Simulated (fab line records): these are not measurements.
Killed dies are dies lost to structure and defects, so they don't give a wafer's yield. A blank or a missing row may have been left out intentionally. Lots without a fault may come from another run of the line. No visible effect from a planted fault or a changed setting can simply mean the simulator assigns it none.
fab line records | flow nand-harc
record: lots: 6 | wafers: 18 | last-day: 29
route steps=1302 shown A_WL_FILL@954 A_CONTACT@983 END@1302
lots with no fault: from the same line, run without faults
start-h: hours from the record's opening day to when the first of the lot's shown wafers began | wait-h: hours from the lot's prior step to this one | " identical to the entry in the row above | L1.1+2: one row covering several wafers at once | - no value, or no start was given | * or withheld: withheld | < > ~ a bound
route shown NAME@n: a module of which the file shows steps, and the number in the route of the first | usual: mean and standard deviation over wafers with no fault | same: alike in all rows | chamber/n: place in a boat | sites: each site's reading | _std_site: the standard deviation of these | _edge_site: outer sites' mean less inner sites' | radius-mm: for every site, how far away it sits from the centre of the wafer | mask NAME#n: copy n | behind: the most recent tool/chamber to have shaped the wafer | hold: why the lot was held/for how many hours/how that ended | device: the transistor (n, p or np) that didn't switch | end of line: the same wafers' tests at the end of the route | a step given without rows: its recipe and nothing more | killed: not the wafer's yield, but the dies lost to structure and defects at the first sort | map: a wafer's dies, x killed, . not, _ none there
set.NAME: setting as actually run; set.NAME@STEP: the setting as run at that earlier step | model.NAME: the simulator's own value behind a step, which no gauge read
lots at selected steps of the route; one table per step, one row per wafer
services: from which hour (start-h, from the record's first day; less than 0 if before it) a tool's chamber was out of use, for how many hours, and why
== steps ==
step: NHARC_A_WL_FILL_ALD_02
recipe: target-thk-a: 20 | pulse-time-s: 3 | ald-cycles: 100 | temp-c: 450 | material: TiN
step: NHARC_A_WL_FILL_CVD_03
recipe: target-thk-a: 400 | temp-c: 300 | pressure-torr: 40 | wf6-flow-sccm: 40 | h2-flow-sccm: 1600 | ar-flow-sccm: 1560 | time-s: 279 | material: W
step: NHARC_A_WL_FILL_ETCHBACK_04
recipe: target-depth-a: 600 | time-s: 120 | chemistry: NF3
usual: drypump-motor-current-A: 5.55/0.25 | oes-product-au: 1.004/0.014
lot.wafer | tool         | chamber | start-h | wait-h | drypump-motor-current-A | oes-product-au | rf-hours-counter-h
L256.1    | rie-metal-02 | 1       | 481.01  | 0.3    | 5.77                    | 1.012          | 0.3
L256.6    | "            | 1       | "       | "      | 5.75                    | 1.014          | -
L256.5    | "            | 0       | "       | "      | 5.70                    | 1.003          | -
L258.4    | rie-metal-02 | 0       | 513.74  | 0.3    | 5.70                    | 1.008          | -
L258.3    | "            | 1       | "       | "      | 5.75                    | 1.005          | -
L258.5    | "            | 0       | "       | "      | 5.70                    | 1.003          | -
L260.2    | rie-metal-01 | 0       | 535.78  | 0.3    | 5.41                    | 0.994          | 2.1
L260.1    | "            | 1       | "       | "      | 5.85                    | 0.997          | 2.1
L260.4    | "            | 1       | "       | "      | 5.83                    | 1.003          | -
L262.1    | rie-metal-03 | 0       | 539.00  | 0.3    | 5.31                    | 1.007          | 0.2
L262.4    | "            | 0       | "       | "      | 5.34                    | 0.999          | -
L262.5    | "            | 0       | "       | "      | 5.30                    | 0.994          | -
L267.2    | rie-metal-02 | 1       | 594.76  | 0.3    | 5.75                    | 1.011          | 2.3
L267.5    | "            | 1       | "       | "      | 5.76                    | 1.002          | -
L267.6    | "            | 0       | "       | "      | 5.67                    | 1.002          | -
L268.4    | rie-metal-01 | 0       | 598.92  | 0.2    | 5.40                    | 0.982          | -
L268.3    | "            | 1       | "       | "      | 5.82                    | 1.009          | -
L268.5    | "            | 1       | "       | "      | 5.82                    | 1.001          | -
step: NHARC_A_WL_FILL_ETCHBACK_05
recipe: target-depth-a: 220 | time-s: 60 | temp-c: 40 | chemistry: Cl2/BCl3
step: NHARC_A_WL_FILL_STRIP_27
recipe: power-w: 1500 | temp-c: 250 | time-s: 20 | chemistry: N2/H2
step: NHARC_A_WL_FILL_STRIP_28
recipe: time-s: 1200 | temp-c: 72.5 | chemistry: post-etch-residue-remover
step: NHARC_A_WL_FILL_PRECLEAN_06
recipe: time-s: 300 | chemistry: DIW
step: NHARC_A_WL_FILL_SRD_07
step: NHARC_A_WL_FILL_ANNEAL_08
recipe: temp-c: 450 | time-s: 1800
step: NHARC_A_WL_FILL_ALD_10
recipe: target-thk-a: 500 | pulse-time-s: 10 | ald-cycles: 500 | temp-c: 300 | material: SiO2
usual: heater-power-w: 439/35 | precursor-pulse-height-rel: 0.998/0.021
lot.wafer | tool      | chamber | start-h | wait-h | heater-power-w | precursor-pulse-height-rel
L256.1    | ald-hk-03 | 3       | 489.00  | 0.1    | 482            | 1.011
L256.6    | "         | 3       | 491.07  | 2.2    | 491            | 0.974
L256.5    | "         | 0       | "       | "      | 405            | 0.977
L258.4    | ald-hk-04 | 0       | 519.50  | 0.6    | 403            | 0.988
L258.3    | "         | 1       | "       | "      | 460            | 0.971
L258.5    | "         | 0       | 521.54  | 2.6    | 406            | 1.019
L260.4    | ald-hk-03 | 1       | 539.69  | 0.0    | 453            | 0.962
L260.1    | "         | 2       | "       | "      | 463            | 0.988
L260.2    | "         | 0       | 541.21  | 1.6    | 405            | 1.002
L262.4    | ald-hk-04 | 0       | 545.79  | 0.1    | 400            | 1.010
L262.1    | "         | 2       | 546.82  | 1.1    | 420            | 1.002
L262.5    | "         | 0       | 547.85  | 2.1    | 413            | 1.010
L268.4    | ald-hk-04 | 3       | 601.64  | 0.1    | 435            | 0.954
L268.3    | "         | 0       | "       | "      | 411            | 0.982
L268.5    | "         | 0       | 604.20  | 2.6    | 421            | 0.997
L267.2    | ald-hk-01 | 3       | 603.19  | 1.6    | 386            | 1.013
L267.5    | "         | 0       | "       | "      | 403            | 0.988
L267.6    | "         | 1       | "       | "      | 507            | 1.012
step: NHARC_A_WL_FILL_ETCHBACK_16
recipe: target-depth-a: 1200 | time-s: 24 | c4f8-flow-sccm: withheld | o2-flow-sccm: 8 | ar-flow-sccm: withheld | rf-w: 600 | bias-w: 800 | chemistry: C4F8/O2/Ar
usual: oes-product-au: 0.98/0.032 | rf-vpp-V: 722/4.3
lot.wafer | tool        | chamber | start-h | wait-h | oes-product-au | rf-hours-counter-h | rf-vpp-V
L256.1    | rie-diel-05 | 1       | 493.67  | -      | 0.94           | 3.2                | 724
L256.6    | "           | 3       | "       | "      | 0.93           | -                  | 721
L256.5    | "           | 0       | "       | "      | 0.93           | -                  | 719
L258.3    | rie-diel-05 | 3       | 523.63  | -      | 1.00           | 4.7                | 722
L258.4    | "           | 0       | "       | "      | 1.00           | 5.0                | 717
L258.5    | "           | 1       | "       | "      | 1.01           | -                  | 724
L260.1    | rie-diel-01 | 3       | 544.28  | -      | 0.94           | 5.0                | 717
L260.2    | "           | 0       | "       | "      | 0.93           | 5.2                | 721
L260.4    | "           | 2       | "       | "      | 0.92           | 4.9                | 721
L262.4    | rie-diel-12 | 3       | 550.44  | -      | 1.03           | 3.1                | 730
L262.1    | "           | 0       | "       | "      | 0.98           | 3.0                | 720
L262.5    | "           | 3       | "       | "      | 1.03           | -                  | 731
L268.3    | rie-diel-01 | 2       | 606.29  | -      | 1.01           | 1.1                | 719
L268.4    | "           | 3       | "       | "      | 1.00           | 1.0                | 716
L268.5    | "           | 0       | "       | "      | 0.99           | -                  | 722
L267.2    | rie-diel-01 | 3       | 606.36  | -      | 1.00           | 1.0                | 717
L267.6    | "           | 0       | "       | "      | 0.99           | -                  | 720
L267.5    | "           | 1       | "       | "      | 1.02           | -                  | 717
step: NHARC_A_WL_FILL_STRIP_29
recipe: time-s: 20 | o2-flow-sccm: 500 | ar-flow-sccm: 0 | bias-w: 0 | chemistry: O2
usual: drypump-motor-current-A: 5.87/0.29 | o2-flow-sccm: 500.1/1.3 | oes-product-au: 1.002/0.014 | rf-vpp-V: 57.7/0.9 | showerhead-plenum-p-Torr: 3.47/0.15 | throttle-valve-pct: 17.036/0.0091
lot.wafer | tool        | chamber | start-h | wait-h | drypump-motor-current-A | o2-flow-sccm | oes-product-au | rf-hours-counter-h | rf-vpp-V | showerhead-plenum-p-Torr | throttle-valve-pct
L256.1    | rie-diel-05 | 2       | 493.76  | 0.1    | 5.83                    | 499.8        | 1.013          | 2.7                | 58.3     | 3.64                     | 17.047
L256.6    | "           | 3       | "       | "      | 5.81                    | 500.1        | 1.002          | -                  | 58.6     | 3.48                     | 17.045
L256.5    | "           | 0       | "       | "      | 6.01                    | 497.8        | 1.000          | -                  | 57.7     | 3.32                     | 17.037
L258.4    | rie-diel-05 | 2       | 523.71  | 0.1    | 5.84                    | 500.0        | 1.027          | 4.1                | 58.6     | 3.64                     | 17.045
L258.3    | "           | 3       | "       | "      | 5.80                    | 500.1        | 1.007          | 4.7                | 58.6     | 3.48                     | 17.033
L258.5    | "           | 0       | "       | "      | 5.97                    | 500.9        | 1.004          | -                  | 57.7     | 3.32                     | 17.038
L260.4    | rie-diel-01 | 2       | 544.38  | 0.1    | 6.38                    | 500.2        | 1.022          | 4.9                | 57.5     | 3.39                     | 17.047
L260.2    | "           | 3       | "       | "      | 5.76                    | 500.1        | 1.009          | 5.0                | 57.4     | 3.32                     | 17.043
L260.1    | "           | 1       | "       | "      | 5.89                    | 501.1        | 0.990          | 5.1                | 57.8     | 3.36                     | 17.041
L262.1    | rie-diel-12 | 3       | 550.53  | 0.1    | 5.69                    | 500.8        | 1.026          | 3.1                | 58.5     | 3.79                     | 17.042
L262.4    | "           | 1       | "       | "      | 5.61                    | 498.3        | 0.998          | 3.1                | 58.1     | 3.73                     | 17.032
L262.5    | "           | 0       | "       | "      | 6.25                    | 501.4        | 0.988          | -                  | 59.6     | 3.43                     | 17.022
L268.4    | rie-diel-01 | 3       | 606.39  | 0.1    | 5.77                    | 500.5        | 0.996          | 1.0                | 57.1     | 3.32                     | 17.033
L268.3    | "           | 2       | "       | "      | 6.33                    | 501.3        | 0.995          | 1.1                | 57.9     | 3.39                     | 17.028
L268.5    | "           | 0       | "       | "      | 6.10                    | 501.7        | 0.975          | -                  | 59.2     | 3.48                     | 17.037
L267.2    | rie-diel-01 | 2       | 606.43  | 0.1    | 6.35                    | 498.3        | 1.012          | 1.1                | 57.1     | 3.39                     | 17.031
L267.5    | "           | 3       | "       | "      | 5.78                    | 498.7        | 1.008          | -                  | 58.3     | 3.32                     | 17.037
L267.6    | "           | 0       | "       | "      | 6.07                    | 500.9        | 0.987          | -                  | 59.6     | 3.48                     | 17.031
step: NHARC_A_WL_FILL_ETCHBACK_17
recipe: target-depth-a: 40 | time-s: 26.7 | chemistry: Cl2/BCl3
usual: drypump-motor-current-A: 5.52/0.25 | oes-product-au: 1.005/0.013
lot.wafer | tool         | chamber | start-h | wait-h | drypump-motor-current-A | oes-product-au | rf-hours-counter-h
L256.1    | rie-metal-01 | 0       | 493.86  | -      | 5.41                    | 0.990          | 1.6
L256.5    | "            | 1       | "       | "      | 5.85                    | 1.002          | -
L256.6    | "            | 0       | "       | "      | 5.41                    | 0.991          | -
L258.4    | rie-metal-02 | 0       | 523.83  | -      | 5.72                    | 1.015          | -
L258.3    | "            | 1       | "       | "      | 5.74                    | 1.012          | -
L258.5    | "            | 0       | "       | "      | 5.70                    | 1.016          | -
L260.1    | rie-metal-03 | 0       | 544.46  | -      | 5.29                    | 1.006          | 0.5
L260.2    | "            | 1       | "       | "      | 5.15                    | 1.024          | 0.5
L260.4    | "            | 1       | "       | "      | 5.16                    | 1.025          | -
L262.1    | rie-metal-02 | 0       | 550.62  | -      | 5.68                    | 1.016          | 1.7
L262.4    | "            | 1       | "       | "      | 5.76                    | 1.015          | -
L262.5    | "            | 0       | "       | "      | 5.67                    | 1.004          | -
L267.2    | rie-metal-01 | 0       | 606.51  | -      | 5.38                    | 0.993          | 0.2
L267.6    | "            | 0       | "       | "      | 5.39                    | 0.990          | -
L267.5    | "            | 1       | "       | "      | 5.83                    | 0.994          | -
L268.3    | rie-metal-03 | 0       | 606.51  | -      | 5.35                    | 1.005          | -
L268.4    | "            | 1       | "       | "      | 5.16                    | 1.030          | -
L268.5    | "            | 0       | "       | "      | 5.33                    | 1.011          | -
step: NHARC_A_WL_FILL_PRECLEAN_18
recipe: time-s: 30 | chemistry: dHF
step: NHARC_A_WL_FILL_SRD_21
step: NHARC_A_WL_FILL_CVD_23
recipe: target-thk-a: 400 | temp-c: 620 | pressure-mtorr: 200 | time-s: 800 | material: poly-Si
step: NHARC_A_WL_FILL_ETCHBACK_26
recipe: target-depth-a: 520 | time-s: 13.3 | hbr-flow-sccm: 150 | rf-w: 350 | icp-w: 350 | bias-w: 60 | chemistry: HBr
usual: drypump-motor-current-A: 5.6/0.38 | oes-product-au: 0.999/0.017 | throttle-valve-pct: 23.267/0.01
lot.wafer | tool      | chamber | start-h | wait-h | drypump-motor-current-A | oes-product-au | rf-hours-counter-h | throttle-valve-pct
L256.1    | rie-si-04 | 1       | 498.94  | 0.4    | 5.4                     | 1.000          | 0.9                | 23.274
L256.5    | "         | 2       | "       | "      | 6.1                     | 0.988          | -                  | 23.273
L256.6    | "         | 3       | "       | "      | 5.7                     | 1.010          | -                  | 23.261
L258.4    | rie-si-01 | 2       | 528.98  | 0.4    | 5.8                     | 1.026          | 1.0                | 23.268
L258.3    | "         | 0       | "       | "      | 6.1                     | 1.006          | 1.0                | 23.285
L258.5    | "         | 1       | "       | "      | 5.6                     | 0.992          | -                  | 23.272
L260.4    | rie-si-04 | 1       | 549.59  | 0.4    | 5.5                     | 1.016          | 0.2                | 23.269
L260.2    | "         | 2       | "       | "      | 6.1                     | 1.009          | 0.2                | 23.261
L260.1    | "         | 3       | "       | "      | 5.7                     | 0.998          | 0.1                | 23.259
L262.4    | rie-si-02 | 2       | 555.88  | 0.4    | 6.0                     | 0.981          | 0.7                | 23.284
L262.1    | "         | 3       | "       | "      | 5.3                     | 1.004          | 0.7                | 23.260
L262.5    | "         | 2       | "       | "      | 6.0                     | 0.986          | -                  | 23.274
L268.4    | rie-si-01 | 0       | 611.66  | 0.4    | 6.1                     | 0.993          | 0.3                | 23.274
L268.3    | "         | 3       | "       | "      | 6.1                     | 1.018          | 0.3                | 23.271
L268.5    | "         | 0       | "       | "      | 6.1                     | 0.990          | -                  | 23.264
L267.2    | rie-si-02 | 1       | 611.68  | 0.4    | 5.0                     | 1.005          | 1.0                | 23.273
L267.6    | "         | 3       | "       | "      | 5.3                     | 0.997          | -                  | 23.254
L267.5    | "         | 0       | "       | "      | 5.3                     | 0.976          | -                  | 23.256
step: NHARC_A_WL_FILL_PRECLEAN_30
recipe: time-s: 10 | chemistry: dHF
step: NHARC_A_WL_FILL_SRD_14
step: NHARC_A_WL_FILL_ALD_19
recipe: target-thk-a: 20 | pulse-time-s: 3 | ald-cycles: 100 | temp-c: 450 | material: TiN
step: NHARC_A_WL_FILL_CVD_20
recipe: target-thk-a: 1000 | temp-c: 400 | pressure-torr: 40 | wf6-flow-sccm: 40 | h2-flow-sccm: 1600 | ar-flow-sccm: 1560 | time-s: 74 | material: W
step: NHARC_A_WL_FILL_CMP_12
recipe: t-overpolish-s: 30 | target-thk-nm: 100
step: NHARC_A_WL_FILL_SRD_31
step: NHARC_A_CONTACT_DEP_24
recipe: target-thk-a: 5000 | temp-c: 400 | pressure-torr: 6.5 | rf-w: 900 | teos-flow-sccm: 161.4 | flow-sccm: 2650 | target-thk-nm: 500 | gas: O2 | material: SiO2
step: NHARC_A_CONTACT_DEP_28
recipe: target-thk-a: 70000 | temp-c: 400 | material: aC
step: NHARC_A_CONTACT_DEP_29
recipe: target-thk-a: 1000 | target-thk-nm: 100 | temp-c: 400 | pressure-torr: 3.5 | flow-sccm: 200 | rf-w: 350 | material: SiON
step: NHARC_A_CONTACT_DEHYDRATE_32
recipe: temp-c: 150 | time-s: 120
step: NHARC_A_CONTACT_HMDS_33
recipe: time-s: 30
step: NHARC_A_CONTACT_COAT_34
recipe: temp-c: 260 | time-s: 75
step: NHARC_A_CONTACT_COAT_35
recipe: temp-c: 225 | time-s: 65
step: NHARC_A_CONTACT_COAT_36
recipe: spin-rpm: 1500 | resist-thk-nm: 90
step: NHARC_A_CONTACT_SOFTBAKE_37
recipe: temp-c: 105 | time-s: 55
step: NHARC_A_CONTACT_EBR_38
step: NHARC_A_CONTACT_EXPOSE_39
recipe: na: 1.35 | sigma-outer: 0.8 | dose-mj: 58.79 | mask-id: A_CC_3
step: NHARC_A_CONTACT_PEB_40
recipe: peb-temp-c: 100 | peb-time-s: 65
step: NHARC_END_SORT_01
recipe: temp-c: 25
usual: killed-at-array: 64/20 | killed-at-other: 0.7/1.1 | killed-at-periphery: 3.6/2.7 | killed-dies: 68/20 | killed-open: 2.8/1.9 | killed-short: 2.3/1.5
same: gross-dies: 677
lot.wafer | tool      | chamber | start-h | wait-h | killed-at-array | killed-at-other | killed-at-periphery | killed-dies | killed-open | killed-short
L267.2    | prober-02 | 0       | 689.58  | 2.8    | 148             | 0               | 1                   | 149         | 0           | 3
L267.5    | prober-02 | 0       | 692.01  | 3.7    | 130             | 1               | 2                   | 133         | 1           | 3
L267.6    | prober-02 | 0       | 692.82  | 4.0    | 163             | 1               | 1                   | 165         | 3           | 3
L268.3    | prober-01 | 0       | 698.24  | 3.1    | 111             | 0               | 8                   | 119         | 7           | 2
L268.4    | prober-01 | 0       | 699.04  | 3.4    | 133             | 0               | 13                  | 146         | 5           | 3
L268.5    | prober-01 | 0       | 699.85  | 3.7    | 134             | 0               | 6                   | 140         | 6           | 1
killed by level:class
L267.2 A_WL_FILL:unspecified=87 A_SLIT:chamber-film-flake=28 A_CHANNEL_HOLE_D2:chamber-film-flake=10 A_STAIRCASE:chamber-film-flake=10 A_CHANNEL_HOLE_D1:chamber-film-flake=3 A_DECK1_JOINT:chamber-film-flake=3 A_CHANNEL_FILL_D2:geometric-particle:short=2 A_CONTACT:chamber-film-flake=2
L267.5 A_WL_FILL:unspecified=78 A_SLIT:chamber-film-flake=33 A_CHANNEL_HOLE_D2:chamber-film-flake=7 A_ONON_D1:geometric-particle:short=2 A_CHANNEL_HOLE_D1:chamber-film-flake=2 A_DECK1_JOINT:chamber-film-flake=2 A_CHANNEL_FILL_D2:chamber-film-flake=2 P_GATE:geometric-particle:short=1
L267.6 A_WL_FILL:unspecified=92 A_SLIT:chamber-film-flake=34 A_CHANNEL_HOLE_D2:chamber-film-flake=16 A_CHANNEL_HOLE_D1:chamber-film-flake=6 A_STAIRCASE:chamber-film-flake=4 A_M1:chamber-film-flake=2 THIN_TSV:chamber-film-flake=1 A_CHANNEL_FILL_D1:geometric-particle:short=1
L268.3 A_WL_FILL:unspecified=63 A_CHANNEL_HOLE_D1:chamber-film-flake=31 A_STAIRCASE:chamber-film-flake=6 P_CONTACT:chamber-film-flake=3 P_CONTACT:geometric-particle:open=2 P_ZERO_WELL:chamber-film-flake=2 A_CONTACT:chamber-film-flake=2 A_ONON_D1:geometric-particle:open=1
L268.4 A_WL_FILL:unspecified=83 A_CHANNEL_HOLE_D1:chamber-film-flake=29 P_CONTACT:chamber-film-flake=6 A_SLIT:chamber-film-flake=5 P_STI:chamber-film-flake=4 A_SOURCE_PLATE:geometric-particle:open=2 P_M2:chamber-film-flake=2 A_STAIRCASE:chamber-film-flake=2
L268.5 A_WL_FILL:unspecified=92 A_CHANNEL_HOLE_D1:chamber-film-flake=32 P_ZERO_WELL:chamber-film-flake=3 A_STAIRCASE:chamber-film-flake=2 P_STI:chamber-film-flake=2 A_SOURCE_PLATE:geometric-particle:open=1 A_CHANNEL_HOLE_D1:geometric-particle:short=1 A_CHANNEL_FILL_D1:geometric-particle:open=1
map L267.6 (x killed, . not)
____________.____________
_________......._________
_______......x...._______
______.......x..x..______
_____...x..........._____
____..........x......____
____.................____
___...................___
___...................___
__.....................__
__.....................__
_..........x..x........._
_..............x........_
_.........x....x........_
_........x.............._
_........x...x....x....._
.....x..xxx..............
..x.xxxxxxx..............
...x..x.xxxx.......x.....
x..xxxx.xxx..............
...xxxxxxx.x.....x.......
_.xx.xx..xxxx..........._
_...xxx..xx............._
_...xxxx.xxxxx.........._
_.x.xxxxxxxxx..........._
_..x.x..xxxxxxx........._
__....xxxxxxxxxxx......__
__...xxxxxxxxxx.x......__
___....xxxxxxxx.......___
___..x.xxxxxxxx.......___
____...xxxxxxxx......____
____.x.xxxxxxxxx.....____
_____x..xxxxx.x....._____
______.x..xxxx.....______
_______.xx.x......_______
_________.x.x..._________
____________.____________
map L268.4 (x killed, . not)
____________.____________
_________.x...x._________
_______......x...._______
______............x______
_____.......x......._____
____....x...x........____
____........x........____
___......xxx......x...___
___......xxx.x........___
__......xxxxxxx........__
__.......xxxxxx.xx..x..__
_.......x.x.xx.........._
_.........xxx..........._
_.......x...x..........._
_.........xx............_
_........x....x..x......_
......................x..
...............x.x..x....
........x................
........x....x...........
........x......x.........
_.......x.......x......._
_..........x.x....x....x_
_............xxx.xx....._
_.............xxxxxx..x._
_.............xxxxxx...._
__......x....xxxxxxxxx.__
__....x.......xxxxxxxxx__
___..........xxxxxxxx.___
___.........x.xxxxxxxx___
____.........xxxxxxxx____
____..........xxxxxxx____
_____........xxxxxxx_____
______.........xxxx______
_______.......xxxx_______
_________......._________
____________.____________
== services ==
tool         | chamber | start-h | hours | kind
rie-diel-12  | 0       | 468.24  | 1.4   | repair
rie-metal-01 | 0       | 473.30  | 5.2   | repair
ald-hk-01    | -       | 476.06  | 10.0  | pm
ald-hk-03    | -       | 486.29  | 1.1   | repair
rie-diel-12  | 3       | 503.27  | 4.2   | repair
rie-metal-03 | 0       | 513.37  | 3.7   | repair
rie-metal-03 | -       | 519.00  | 9.0   | pm
rie-si-04    | -       | 519.00  | 9.0   | pm
rie-si-02    | 3       | 520.28  | 6.3   | repair
rie-si-01    | 3       | 522.64  | 3.0   | repair
rie-si-01    | 0       | 536.70  | 5.1   | repair
rie-si-01    | -       | 547.00  | 9.0   | pm
rie-metal-01 | -       | 556.75  | 0.5   | repair
rie-diel-01  | -       | 557.80  | 9.0   | pm
rie-diel-05  | 1       | 562.57  | 6.9   | repair
rie-metal-01 | 0       | 573.81  | 24.2  | repair
rie-diel-12  | 1       | 574.03  | 8.2   | repair
rie-metal-01 | -       | 575.00  | 9.0   | pm
rie-si-02    | 1       | 575.81  | 5.9   | repair
ald-hk-03    | -       | 577.73  | 10.0  | pm
rie-si-02    | -       | 579.01  | 0.8   | repair
rie-diel-05  | -       | 583.60  | 9.0   | pm
rie-diel-12  | 3       | 609.20  | 3.6   | repair
ald-hk-04    | -       | 610.75  | 10.0  | pm
== key ==
first-sign: step: NHARC_END_SORT_01 | reading: killed-dies | direction: up | sigmas: 3.8 | usual: 68 | struck: 142
effect: step: NHARC_END_SORT_01 | reading: killed-at-array | direction: up | sigmas: 3.7 | usual: 64 | struck: 136
more-kills-born-at: NHARC_A_WL_FILL_ETCHBACK_16@rie-diel-01: 495
met-at NHARC_A_WL_FILL_ETCHBACK_16
struck-wafers L267.2,L267.5,L267.6,L268.3,L268.4,L268.5
tester-left-out L267,L268
also-fits time
fault: kind: chamber-particle-source | tool: rie-diel-01 | chamber: - | onset-h: 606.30 | steps: NHARC_A_WL_FILL_ETCHBACK_16 | rate-per-visit-cm2: 1.0403 | end-h: 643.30
tester-left-out: of these lots the tester's yield and bins aren't shown, on N5 and GAA mostly nor the transistor test; their killed dies are dies lost to structure and defects alone, not to doping, threshold or leakage, so they don't give the yield
